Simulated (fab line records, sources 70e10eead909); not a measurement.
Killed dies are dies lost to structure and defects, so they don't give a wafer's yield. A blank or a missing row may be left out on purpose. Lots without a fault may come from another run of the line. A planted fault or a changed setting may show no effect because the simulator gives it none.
A struck lot beside a sound one | flow nand_harc | 14 steps out of a route of 1302
Sound: wafers L357.1, L357.4, L357.6. Struck: wafers L367.2, L367.5. The cause comes at the end.
At each step with rows: each side's tool, then ch and its chambers, then its first start. Under that, the readings that differ: sound wafers | struck wafers | difference of the means | sigmas: that difference in standard deviations of wafers without a fault.
alike: readings whose means differ by less than 2 such deviations, and words and numbers that are the same on both sides. not compared: withheld readings, readings that some wafer has no value for, bounds like >300 that may hide the same value, and numbers for which the record gives no deviation and whose values overlap.
The two part at a step that has a row with sigmas, a row that says differs or no value, or rows on one side only. Numbers that don't overlap but have no deviation are shown without sigmas and don't part them. A reading that every wafer of one side lacks parts them only if that side has two wafers or more.

NHARC_A_CHANNEL_FILL_D2_ALD_16: deposits SiO2, target thk 1.5 nm, pulse time 10 s, ald cycles 15.
  sound on ald_hk-03 ch 0,2,3, day 17 03:47; struck on ald_hk-01 ch 1,3, day 21 07:51
  alike: heater_power_outer_w, heater_power_w, precursor_pulse_height_rel
then, 2 steps without rows for these wafers: NHARC_A_CHANNEL_FILL_D2_ANNEAL_17 (time 1800 s); NHARC_A_CHANNEL_FILL_D2_CVD_18 (deposits poly-Si, target thk 3 nm).
NHARC_A_CHANNEL_FILL_D2_ETCHBACK_19: etches the open film in HBr/Cl2, target depth 5 nm, time 1.7 s.
  sound on rie_si-04 ch 0,1,3, day 17 17:52; struck on rie_si-05 ch 1, day 21 20:21
  alike: chamber_pressure_mTorr, drypump_motor_current_A, oes_product_au, throttle_valve_pct
  not compared: rf_hours_counter_h
then, 1 step without rows for these wafers: NHARC_A_CHANNEL_FILL_D2_ETCHBACK_20 (etches the open film in C4F8/O2/Ar, target depth 27 nm, time 13.5 s).
NHARC_A_CHANNEL_FILL_D2_STRIP_28: strips in O2, time 20 s.
  sound on rie_diel-10 ch 0,1, day 17 18:04; struck on rie_diel-10 ch 1,3, day 21 20:35
  alike: chamber_pressure_mTorr, drypump_motor_current_A, mfc_ar_sccm, oes_product_au, rf_vpp_V, showerhead_plenum_p_Torr, throttle_valve_pct
  not compared: rf_hours_counter_h
then, 4 steps without rows for these wafers: NHARC_A_CHANNEL_FILL_D2_PRECLEAN_21 (cleans in dHF, time 30 s); NHARC_A_CHANNEL_FILL_D2_SRD_23; NHARC_A_CHANNEL_FILL_D2_CVD_05 (deposits poly-Si, target thk 5 nm); NHARC_A_CHANNEL_FILL_D2_ANNEAL_22 (time 7200 s).
NHARC_A_CHANNEL_FILL_D2_ALD_25: deposits SiOx, target thk 60 nm, pulse time 10 s, ald cycles 600.
  sound on ald_hk-04 ch 1,3, day 18 06:41; struck on ald_hk-03 ch 1, day 22 09:06
  alike: heater_power_outer_w, heater_power_w, precursor_pulse_height_rel
NHARC_A_CHANNEL_FILL_D2_ETCHBACK_08: etches the open film in C4F8, target depth 220 nm, time 110 s.
  sound on rie_diel-11 ch 1,3, day 18 11:36; struck on rie_diel-10 ch 0,2, day 22 14:05
  reading          | sound             | struck      | difference | sigmas
  run_length_s (s) | 131.7 131.6 132.2 | 174.7 175.5 | +43.3      | +99 or more
  alike: chamber_pressure_mTorr, oes_product_au, rf_vpp_V
  not compared: rf_hours_counter_h
NHARC_A_CHANNEL_FILL_D2_STRIP_29: strips in O2, time 20 s.
  sound on rie_diel-11 ch 1,2,3; struck on rie_diel-10 ch 2,3
  alike: chamber_pressure_mTorr, drypump_motor_current_A, mfc_ar_sccm, oes_product_au, rf_vpp_V, showerhead_plenum_p_Torr, throttle_valve_pct
  not compared: rf_hours_counter_h
-- the record jumps here: 9 days lie between the struck wafers' starts before and after (it left off in module A_CHANNEL_FILL_D2 and takes up again in module END, whose first step shown is number 1302 of the route) --
NHARC_END_SORT_01:
  sound on prober-02 ch 0, day 27 15:29; struck on prober-01 ch 0, day 31 23:26
  reading         | sound    | struck | difference | sigmas
  killed_at_array | 44 43 36 | 97 77  | +46        | +2
  killed_dies     | 49 46 38 | 101 80 | +46        | +2
  alike: killed_at_other, killed_at_periphery, killed_open, killed_short

WHERE THEY PART
First at NHARC_A_CHANNEL_FILL_D2_ETCHBACK_08; last, within this record, at NHARC_END_SORT_01.

WHY: what the simulator had put in
Process parameter drift: rie_diel-10, from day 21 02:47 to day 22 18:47, at NHARC_A_CHANNEL_FILL_D2_ETCHBACK_08. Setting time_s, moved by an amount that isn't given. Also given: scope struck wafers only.
